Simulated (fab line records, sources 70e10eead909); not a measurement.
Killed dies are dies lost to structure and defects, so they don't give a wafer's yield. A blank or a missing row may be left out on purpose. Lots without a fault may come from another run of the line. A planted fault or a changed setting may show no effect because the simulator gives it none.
Which tool did it? | flow nand_harc | 24 lots, 72 wafers sampled, at 4 steps of a route of 1302

WHAT THE GAUGES READ, wafer by wafer
NHARC_A_BONDPAD_OVL_MEAS_35. Usual: overlay_x_nm 1 nm, standard deviation 5.5; overlay_y_nm 1 nm, standard deviation 6.8.
lot  | measured     | on         | overlay_x_nm (nm) | overlay_y_nm (nm) | flag
L074 | day 22 23:55 | overlay-02 | -1 0 -1           | 2 2 2             |
L076 | day 23 12:20 | overlay-02 | -6 -6 -6          | -2 -2 -2          |
L075 | day 23 15:36 | overlay-02 | 1 1 1             | 1 1 1             |
L078 | day 24 00:42 | overlay-02 | -5 -5 -5          | 10 10 10          |
L077 | day 24 07:46 | overlay-01 | -3 -3 -3          | 2 3 2             |
L079 | day 24 09:14 | overlay-02 | 4 4 4             | -7 -8 -7          |
L081 | day 24 22:31 | overlay-02 | -8 -8 -8          | -8 -8 -8          |
L080 | day 25 03:52 | overlay-02 | 0 0 0             | 9 9 9             |
L083 | day 26 03:17 | overlay-02 | 4 3 4             | 10 10 10          |
L082 | day 26 13:55 | overlay-02 | 5 5 5             | 5 5 6             |
L084 | day 27 01:35 | overlay-01 | 2 1 1             | -9 -10 -9         |
L085 | day 27 02:37 | overlay-01 | 1 2 1             | 8 8 7             |
L086 | day 28 07:57 | overlay-01 | -5 -5 -5          | -6 -6 -6          |
L087 | day 28 08:38 | overlay-02 | 0 0 0             | 3 3 3             |
L088 | day 29 01:00 | overlay-02 | 11 11 11          | 14 14 15          |
L091 | day 29 05:22 | overlay-02 | 6 7 6             | -5 -5 -4          |
L090 | day 29 06:44 | overlay-02 | 14 14 14          | -8 -8 -9          |
L089 | day 29 13:24 | overlay-02 | -8 -8 -8          | 4 3 4             |
L092 | day 30 03:35 | overlay-01 | 8 8 8             | -3 -3 -3          |
L095 | day 31 06:02 | overlay-01 | 0 0 1             | 5 5 5             |
L093 | day 31 06:25 | overlay-02 | -2 -2 -2          | -4 -5 -4          |
L094 | day 31 11:20 | overlay-01 | 7 6 6             | -8 -8 -8          |
L096 | day 32 00:10 | overlay-01 | -3 -3 -3          | 0 0 0             |
L097 | day 33 16:01 | overlay-01 | 1 1 1             | 9 9 9             |

WHICH TOOL RAN EACH LOT (tool, then ch and the chambers of the sampled wafers, then the start)
lot  | NHARC_A_BLC_ETCH_16                | NHARC_A_BLC_ETCH_18                           | NHARC_A_M1_DESCUM_14
L074 | rie_diel-13 ch 0,1,2, day 22 11:33 | rie_diel-13 ch 0,1,2, day 22 19:27 or earlier | rie_diel-07 ch 1,2,3, day 22 19:27
L076 | rie_diel-09 ch 2,3, day 22 23:43   | rie_diel-09 ch 0,1,3, day 23 07:37 or earlier | rie_diel-07 ch 1,2,3, day 23 07:37
L075 | rie_diel-13 ch 2,3, day 23 02:25   | rie_diel-13 ch 0,1, day 23 10:25 or earlier   | rie_diel-02 ch 0,1,3, day 23 10:25
L078 | rie_diel-09 ch 2,3, day 23 11:56   | rie_diel-09 ch 0,2, day 23 20:14 or earlier   | rie_diel-02 ch 0,2, day 23 20:14
L077 | rie_diel-09 ch 0,1,3, day 23 19:08 | rie_diel-09 ch 1,2,3, day 24 03:10 or earlier | rie_diel-02 ch 0,2, day 24 03:10
L079 | rie_diel-09 ch 1,2,3, day 23 20:45 | rie_diel-09 ch 1,3, day 24 04:40 or earlier   | rie_diel-07 ch 1,3, day 24 04:40
L081 | rie_diel-09 ch 0,2, day 24 09:38   | rie_diel-09 ch 2,3, day 24 17:57 or earlier   | rie_diel-04 ch 0,2,3, day 24 17:57
L080 | rie_diel-13 ch 0,2, day 24 15:25   | rie_diel-13 ch 1,3, day 24 23:18 or earlier   | rie_diel-07 ch 1,3, day 24 23:18
L083 | rie_diel-10 ch 0,2,3, day 25 14:17 | rie_diel-10 ch 0,1,3, day 25 22:34 or earlier | rie_diel-07 ch 0,1,3, day 25 22:34
L082 | rie_diel-13 ch 0,2,3, day 26 00:26 | rie_diel-13 ch 2,3, day 26 08:36 or earlier   | rie_diel-02 ch 0,2,3, day 26 08:36
L084 | rie_diel-09 ch 1,2, day 26 12:53   | rie_diel-09 ch 0,1, day 26 20:56 or earlier   | rie_diel-07 ch 2,3, day 26 20:56
L085 | rie_diel-10 ch 0,1, day 26 14:01   | rie_diel-10 ch 1,2,3, day 26 21:56 or earlier | rie_diel-07 ch 0,1, day 26 21:56
L086 | rie_diel-09 ch 1,2, day 27 19:01   | rie_diel-09 ch 0,1, day 28 03:20 or earlier   | rie_diel-04 ch 2,3, day 28 03:20
L087 | rie_diel-13 ch 1,2,3, day 27 19:47 | rie_diel-13 ch 0,2,3, day 28 03:54 or earlier | rie_diel-04 ch 0,2,3, day 28 03:54
L088 | rie_diel-10 ch 1,2, day 28 12:50   | rie_diel-10 ch 1,2,3, day 28 20:34 or earlier | rie_diel-02 ch 2,3, day 28 20:34
L091 | rie_diel-09 ch 1,3, day 28 16:35   | rie_diel-09 ch 0,1,3, day 29 00:37 or earlier | rie_diel-02 ch 1,2, day 29 00:37
L090 | rie_diel-13 ch 0,2, day 28 18:17   | rie_diel-13 ch 0,1,3, day 29 02:08 or earlier | rie_diel-04 ch 1,2,3, day 29 02:08
L089 | rie_diel-09 ch 1,3, day 29 00:38   | rie_diel-09 ch 1,2,3, day 29 08:44 or earlier | rie_diel-04 ch 0,1, day 29 08:44
L092 | rie_diel-13 ch 0,2,3, day 29 15:13 | rie_diel-13 ch 0,2,3, day 29 23:08 or earlier | rie_diel-07 ch 1,2,3, day 29 23:08
L095 | rie_diel-09 ch 2,3, day 30 17:23   | rie_diel-09 ch 0,2,3, day 31 01:27 or earlier | rie_diel-04 ch 0,2, day 31 01:27
L093 | rie_diel-13 ch 1,2,3, day 30 17:33 | rie_diel-13 ch 1,2, day 31 01:49 or earlier   | rie_diel-02 ch 0,1,2, day 31 01:49
L094 | rie_diel-09 ch 1,2,3, day 30 22:39 | rie_diel-09 ch 0,2,3, day 31 06:40 or earlier | rie_diel-04 ch 1,3, day 31 06:40
L096 | rie_diel-09 ch 0,1,3, day 31 11:21 | rie_diel-09 ch 0,1,3, day 31 19:42 or earlier | rie_diel-04 ch 1,2,3, day 31 19:42
L097 | rie_diel-13 ch 0,2,3, day 33 03:25 | rie_diel-13 ch 0,1,3, day 33 11:19 or earlier | rie_diel-04 ch 0,2,3, day 33 11:19
- NHARC_A_BLC_ETCH_16: etches the open film in CF4, target depth 39 nm, time 65 s.
- NHARC_A_BLC_ETCH_18: etches the open film in C4F8/O2/Ar, target depth 910 nm.
- NHARC_A_M1_DESCUM_14: chemistry O2, time 3 s.

WHAT THE TOOLS THEMSELVES READ (means of the sampled wafers that have a number; where no wafer has one, the mark that the record gives instead)
NHARC_A_BLC_ETCH_16. Usual: drypump_motor_current_A 5.6 A, standard deviation 0.58; oes_product_au 1.001 a.u., standard deviation 0.01; rf_vpp_V 151.1 V, standard deviation 1.4; showerhead_plenum_p_Torr 1.74 Torr, standard deviation 0.083; throttle_valve_pct 13.283 %, standard deviation 0.0088.
lot  | tool        | drypump_motor_current_A (A) | oes_product_au (a.u.) | rf_vpp_V (V) | showerhead_plenum_p_Torr (Torr) | throttle_valve_pct (%) | flag
L074 | rie_diel-13 | 5.9                         | 1.004                 | 150.6        | 1.71                            | 13.288                 |
L076 | rie_diel-09 | 5.9                         | 1.006                 | 151.9        | 1.78                            | 13.290                 |
L075 | rie_diel-13 | 5.4                         | 1.002                 | 151.8        | 1.81                            | 13.285                 |
L078 | rie_diel-09 | 5.9                         | 1.000                 | 152.2        | 1.78                            | 13.276                 |
L077 | rie_diel-09 | 5.1                         | 1.001                 | 151.2        | 1.72                            | 13.282                 |
L079 | rie_diel-09 | 5.3                         | 1.003                 | 151.3        | 1.72                            | 13.278                 |
L081 | rie_diel-09 | 6.1                         | 0.997                 | 152.1        | 1.84                            | 13.279                 |
L080 | rie_diel-13 | 5.5                         | 1.002                 | 150.7        | 1.73                            | 13.276                 |
L083 | rie_diel-10 | 5.7                         | 1.000                 | 151.6        | 1.75                            | 13.293                 |
L082 | rie_diel-13 | 5.5                         | 1.001                 | 151.8        | 1.75                            | 13.278                 |
L084 | rie_diel-09 | 5.2                         | 1.007                 | 150.7        | 1.71                            | 13.286                 |
L085 | rie_diel-10 | 5.7                         | 0.992                 | 151.7        | 1.78                            | 13.274                 |
L086 | rie_diel-09 | 5.8                         | 1.001                 | 151.6        | 1.78                            | 13.281                 |
L087 | rie_diel-13 | 5.7                         | 1.011                 | 150.6        | 1.75                            | 13.284                 |
L088 | rie_diel-10 | 5.3                         | 0.996                 | 151.0        | 1.80                            | 13.285                 |
L091 | rie_diel-09 | 4.9                         | 0.996                 | 150.2        | 1.65                            | 13.280                 |
L090 | rie_diel-13 | 5.5                         | 0.990                 | 151.4        | 1.73                            | 13.285                 |
L089 | rie_diel-09 | 4.9                         | 0.999                 | 150.1        | 1.65                            | 13.273                 |
L092 | rie_diel-13 | 5.5                         | 0.991                 | 150.9        | 1.75                            | 13.276                 |
L095 | rie_diel-09 | 5.9                         | 0.995                 | 150.8        | 1.78                            | 13.285                 |
L093 | rie_diel-13 | 5.7                         | 1.012                 | 151.4        | 1.75                            | 13.286                 |
L094 | rie_diel-09 | 5.3                         | 0.994                 | 150.5        | 1.71                            | 13.280                 |
L096 | rie_diel-09 | 5.1                         | 0.991                 | 150.9        | 1.71                            | 13.286                 |
L097 | rie_diel-13 | 5.5                         | 1.002                 | 151.0        | 1.75                            | 13.289                 |

NHARC_A_BLC_ETCH_18. Usual: oes_product_au 0.961 a.u., standard deviation 0.023; rf_vpp_V 976 V, standard deviation 6.8.
lot  | tool        | oes_product_au (a.u.) | rf_vpp_V (V) | flag
L074 | rie_diel-13 | 0.982                 | 973          |
L076 | rie_diel-09 | 0.977                 | 974          |
L075 | rie_diel-13 | 0.974                 | 970          |
L078 | rie_diel-09 | 0.974                 | 984          |
L077 | rie_diel-09 | 0.965                 | 973          |
L079 | rie_diel-09 | 0.960                 | 968          |
L081 | rie_diel-09 | 0.972                 | 975          |
L080 | rie_diel-13 | 0.974                 | 978          |
L083 | rie_diel-10 | 0.934                 | 980          |
L082 | rie_diel-13 | 0.967                 | 981          |
L084 | rie_diel-09 | 0.917                 | 979          |
L085 | rie_diel-10 | 0.962                 | 981          |
L086 | rie_diel-09 | 0.957                 | 978          |
L087 | rie_diel-13 | 0.968                 | 976          |
L088 | rie_diel-10 | 0.927                 | 980          |
L091 | rie_diel-09 | 0.964                 | 974          |
L090 | rie_diel-13 | 0.990                 | 974          |
L089 | rie_diel-09 | 0.933                 | 973          |
L092 | rie_diel-13 | 0.975                 | 977          |
L095 | rie_diel-09 | 0.959                 | 979          |
L093 | rie_diel-13 | 0.992                 | 976          |
L094 | rie_diel-09 | 0.951                 | 979          |
L096 | rie_diel-09 | 0.922                 | 974          |
L097 | rie_diel-13 | 0.974                 | 974          |

NHARC_A_M1_DESCUM_14. Usual: drypump_motor_current_A 5.5 A, standard deviation 0.63; oes_product_au 1.000 a.u., standard deviation 0.0089; rf_vpp_V 57.7 V, standard deviation 0.93; showerhead_plenum_p_Torr 1.90 Torr, standard deviation 0.09; throttle_valve_pct 11.311 %, standard deviation 0.01.
lot  | tool        | drypump_motor_current_A (A) | oes_product_au (a.u.) | rf_vpp_V (V) | showerhead_plenum_p_Torr (Torr) | throttle_valve_pct (%) | flag
L074 | rie_diel-07 | 5.7                         | 1.000                 | 57.6         | 1.89                            | 11.314                 |
L076 | rie_diel-07 | 5.6                         | 0.992                 | 57.3         | 1.89                            | 11.312                 |
L075 | rie_diel-02 | 5.9                         | 1.003                 | 57.0         | 1.88                            | 11.308                 |
L078 | rie_diel-02 | 5.5                         | 1.009                 | 57.6         | 1.92                            | 11.321                 |
L077 | rie_diel-02 | 5.9                         | 1.004                 | 58.0         | 1.94                            | 11.303                 |
L079 | rie_diel-07 | 5.9                         | 1.000                 | 57.2         | 1.80                            | 11.314                 |
L081 | rie_diel-04 | 5.1                         | 1.002                 | 57.0         | 1.88                            | 11.315                 |
L080 | rie_diel-07 | 5.9                         | 1.009                 | 57.0         | 1.80                            | 11.314                 |
L083 | rie_diel-07 | 6.0                         | 1.001                 | 58.2         | 1.86                            | 11.317                 |
L082 | rie_diel-02 | 5.6                         | 1.005                 | 57.1         | 1.89                            | 11.310                 |
L084 | rie_diel-07 | 5.7                         | 0.998                 | 58.3         | 1.97                            | 11.310                 |
L085 | rie_diel-07 | 5.7                         | 0.999                 | 57.6         | 1.86                            | 11.303                 |
L086 | rie_diel-04 | 4.7                         | 1.004                 | 58.2         | 1.93                            | 11.308                 |
L087 | rie_diel-04 | 5.1                         | 0.997                 | 57.9         | 1.88                            | 11.314                 |
L088 | rie_diel-02 | 5.3                         | 0.994                 | 58.9         | 1.84                            | 11.319                 |
L091 | rie_diel-02 | 5.6                         | 1.002                 | 56.9         | 1.87                            | 11.324                 |
L090 | rie_diel-04 | 4.7                         | 1.002                 | 58.2         | 1.95                            | 11.308                 |
L089 | rie_diel-04 | 5.5                         | 0.983                 | 58.7         | 1.89                            | 11.303                 |
L092 | rie_diel-07 | 5.7                         | 0.996                 | 57.2         | 1.88                            | 11.313                 |
L095 | rie_diel-04 | 5.1                         | 1.004                 | 56.7         | 1.83                            | 11.303                 |
L093 | rie_diel-02 | 5.7                         | 1.001                 | 57.9         | 1.91                            | 11.299                 |
L094 | rie_diel-04 | 4.8                         | 0.994                 | 58.3         | 2.02                            | 11.305                 |
L096 | rie_diel-04 | 4.7                         | 0.996                 | 57.6         | 1.95                            | 11.314                 |
L097 | rie_diel-04 | 5.1                         | 0.994                 | 57.0         | 1.88                            | 11.314                 |

THE ANSWER, worked out from the rows above alone
Rule: a lot is off if the mean of its wafers that have a number lies more than 3 standard deviations from the usual mean. A lot without any number at a reading at which 4 lots or more have one is off too. The other lots that the step has rows for count as sound. The gauges are gone through in route order, then the tools' own readings, and for those a lot's mean is taken as printed above. The first step at which some lot is off is used, and at that step the reading that is off furthest; a lot without a number counts as furthest.
No lot is off at any reading shown: from this, nothing can be told.

WHAT THE SIMULATOR HAD PUT IN
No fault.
